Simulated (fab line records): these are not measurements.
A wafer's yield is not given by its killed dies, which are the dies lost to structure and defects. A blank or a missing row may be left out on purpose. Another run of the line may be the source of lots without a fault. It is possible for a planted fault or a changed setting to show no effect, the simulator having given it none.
Chamber matching | flow n5 finfet | 4 sister chambers for N5_DUMMY_GATE_ETCH_29 on rie diel-06
The step etches underlayer in N2/H2, target depth 13 nm. 4 wafers are shown with their chamber, then 10 later ones without.

WAFERS, EACH WITH ITS CHAMBER
wafer  | chamber | drypump motor current A (A)
L086.2 | 1       | 5.96
L086.3 | 3       | 5.77
L085.1 | 2       | 5.52
L085.4 | 0       | 5.86

WAFERS WITHOUT THEIR CHAMBER
wafer  | drypump motor current A (A)
L085.5 | 5.90
L088.2 | 5.81
L088.4 | 5.52
L088.6 | 5.83
L090.4 | 5.76
L090.5 | 5.79
L090.6 | 5.53
L092.1 | 5.92
L092.2 | 5.83
L092.4 | 5.75

THE CHAMBER EACH PASSED THROUGH
wafer  | from the rows above     | in truth
L085.5 | can't be placed: 0 or 1 | 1
L088.2 | can't be placed: 3 or 0 | 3
L088.4 | 2                       | 2
L088.6 | can't be placed: 0 or 3 | 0
L090.4 | 3                       | 3
L090.5 | can't be placed: 3 or 0 | 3
L090.6 | 2                       | 2
L092.1 | can't be placed: 1 or 0 | 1
L092.2 | can't be placed: 0 or 3 | 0
L092.4 | 3                       | 3
4 of 10 placed correctly. Unplaceable from these rows: 6, with the true chamber sitting among the candidates in 6. Number placed wrongly: 0.
How it was worked out, from the rows above alone: a wafer's distance from a chamber is the root of the sum, over the readings, of the square of ((its reading less the chamber's mean) divided by the reading's scatter). The wafer belongs to the nearest chamber; if the next one is less than 2 further off, it can't be placed. The mean given for a chamber averages the wafers shown for that chamber. The scatter: with one shown wafer a chamber, the root of the mean of the squares of how far each hidden wafer lies from its nearest shown one.
